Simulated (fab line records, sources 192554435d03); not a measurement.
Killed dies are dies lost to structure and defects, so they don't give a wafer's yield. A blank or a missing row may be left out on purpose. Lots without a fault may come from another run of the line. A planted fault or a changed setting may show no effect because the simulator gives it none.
Chamber matching | flow n5_finfet | N5_BEOL_M6_ALD_77 on ald_metal-03: 4 sister chambers
The step deposits TaN, target thk 2 nm, pulse time 2 s, purge time 3 s. 14 wafers are shown with their chamber, then 7 later ones without.

WAFERS WITH THEIR CHAMBER
wafer  | chamber | heater_power_w (W) | precursor_vessel_temp_c (C)
L074.1 | 0       | 348                | 75.13
L074.2 | 2       | 458                | 75.02
L074.3 | 1       | 508                | 75.09
L077.4 | 3       | 378                | 74.88
L077.5 | 2       | 448                | 75.06
L077.6 | 3       | 377                | 74.94
L079.1 | 2       | 450                | 75.08
L079.2 | 3       | 385                | 75.11
L079.3 | 1       | 500                | 74.88
L089.2 | 2       | 454                | 75.07
L089.4 | 3       | 374                | 74.98
L089.5 | 2       | 452                | 74.93
L093.2 | 2       | 459                | 74.84
L093.4 | 3       | 370                | 75.05

SIGNATURES (means of the wafers above)
reading                 | chamber 0 | chamber 1 | chamber 2 | chamber 3 | scatter within a chamber
heater_power_w          | 348.00    | 504.00    | 453.50    | 376.80    | 5
precursor_vessel_temp_c | 75.1300   | 74.9850   | 75.0000   | 74.9920   | 0.1
Rule: a wafer's distance from a chamber is the root of the sum, over the readings, of the square of ((its reading less the chamber's mean) divided by the reading's scatter). The wafer belongs to the nearest chamber; if the next one is less than 2 further off, it can't be placed. The scatter: the root of (the sum of the squares of (reading less its chamber's mean) over the shown wafers, divided by (wafers less chambers)).

WAFERS WITHOUT THEIR CHAMBER
wafer  | heater_power_w (W) | precursor_vessel_temp_c (C)
L093.6 | 343                | 75.11
L096.1 | 345                | 75.02
L096.4 | 385                | 74.80
L096.6 | 460                | 74.96
L097.2 | 450                | 74.71
L097.5 | 338                | 75.12
L097.6 | 507                | 74.91

WHICH CHAMBER EACH WENT THROUGH
wafer  | from the rows above | in truth
L093.6 | 0                   | 0
L096.1 | 0                   | 0
L096.4 | 3                   | 3
L096.6 | 2                   | 2
L097.2 | 2                   | 2
L097.5 | 0                   | 0
L097.6 | 1                   | 1
Placed correctly: 7 of 7. Can't be placed from these rows: 0. Placed wrongly: 0.
